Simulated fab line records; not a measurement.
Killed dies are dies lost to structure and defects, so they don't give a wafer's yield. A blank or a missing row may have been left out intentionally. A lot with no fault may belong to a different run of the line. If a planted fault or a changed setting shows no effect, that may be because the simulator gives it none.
8D (eight disciplines) problem report, filled in by code / flow n5 finfet / the parts of the form that need people (team, actions taken, sign-off) are left out

== 1. PROBLEM STATEMENT ==
Wafers without a fault read 13 with a standard deviation of 5.2, while killed_at_M4_up at N5_PASSIVATION_PROBE_49 averages 87 across 3 wafers of 1 lot. Measured from the usual mean, that is +14 standard deviations.
Seen first at day 14 16:54 on prober-02, wafer L415.1. At this step, 18 wafers from 6 lots have a number in the record. By rule, "out" or "out of limits" means more than 4 standard deviations away from the usual mean. Any other wafer with a number is counted as sound.

== 2. WHAT THIS IS AND IS NOT ==
question=which readings at this step; is=killed_at_M4_up, defect limited yield, killed dies, sort_bin_5_function, sort n pass, sort yield pct; is not=killed_at_M0_to_M3, killed at contacts, killed at front end, killed at other, killed open, killed short, sort_bin_4_leakage, sort_bin_8_speed
question=which lots; is=L415; is not=L409, L410, L412, L413, L414
question=which wafers of those lots; is=all that have a number; is not=-
question=read on which tools; is=prober-02; is not=prober-01
question=when; is=from day 14 16:54; is not=up to then (15 sound wafers)

== 3. WHAT RULES OUT EACH SUSPECT ==
Counting: a tool at a process step up to the reading stays a suspect if it ran every lot that is out and no sound lot after the first of them.
- rie diel-01 at N5_BEOL_M5_STRIP_64 (strips in CF4): kept. It ran the lot that is out, L415 (day 10 08:43), and no sound lot after that; its last sound lot up to then is L414 (day 10 08:30).
- rie diel-02 at N5_PASSIVATION_DESCUM_32 (chemistry O2, time 7.9 s): kept. It ran the lot that is out, L415 (day 14 12:04), and no sound lot after that; its last sound lot up to then is L414 (day 14 03:01).
- prober-02 at N5_PASSIVATION_PROBE_49: kept. It ran the lot that is out, L415 (day 14 16:54), and no sound lot after that; its last sound lot up to then is L414 (day 14 07:51). On those wafers its own readings are out: defect limited yield, killed_at_M4_up, killed dies, sort_bin_5_function, sort n pass, sort yield pct.
Left after counting: rie diel-01 at N5_BEOL_M5_STRIP_64, rie diel-02 at N5_PASSIVATION_DESCUM_32, prober-02 at N5_PASSIVATION_PROBE_49.

== 4. THE CAUSE (what the simulator had put in) ==
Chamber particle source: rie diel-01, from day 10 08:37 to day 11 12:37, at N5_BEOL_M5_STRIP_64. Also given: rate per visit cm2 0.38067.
3 suspects survive the count, and this tool is in that group.

== 5. THE EFFECT CHAIN, in route order ==
One row per reading whose mean, taken over the struck wafers that have a number, lies over 3 standard deviations from the usual. Only readings whose record carries a usual standard deviation are examined. hours: median over the lots of the time between each lot's start at the first step of this table that gives one and its start at this step. sigmas: the change, counted in usual standard deviations.
hours=0; step=N5_PASSIVATION_PROBE_49; reading=defect limited yield; usual=91.2 %; on struck wafers=84.1; change=-7.1; sigmas=-4.4
hours=0; step=N5_PASSIVATION_PROBE_49; reading=killed_at_M4_up; usual=13; on struck wafers=87; change=+74; sigmas=+14
hours=0; step=N5_PASSIVATION_PROBE_49; reading=killed dies; usual=104; on struck wafers=188; change=+84; sigmas=+4.4
hours=0; step=N5_PASSIVATION_PROBE_49; reading=sort_bin_5_function; usual=5.3 %; on struck wafers=10.3; change=+5.0; sigmas=+4.5
hours=0; step=N5_PASSIVATION_PROBE_49; reading=sort n pass; usual=1076; on struck wafers=992; change=-84; sigmas=-4.4
hours=0; step=N5_PASSIVATION_PROBE_49; reading=sort yield pct; usual=91.2 %; on struck wafers=84.1; change=-7.1; sigmas=-4.5
Process steps it contains:
- N5_PASSIVATION_PROBE_49

== 6. WHAT WOULD HAVE CAUGHT IT SOONER ==
In this record no reading fell out of limits until day 14 16:54, 104 hours after the fault had begun at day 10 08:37.
Of the tool readings at N5_BEOL_M5_STRIP_64 for which the record gives a usual standard deviation, none was out on any struck wafer, so an alarm limit of 4 standard deviations on them would not have fired.
Lots out: 1; all had begun N5_BEOL_M5_STRIP_64 on rie diel-01 by day 14 16:54. None of them would have been spared by holding the tool at that moment.
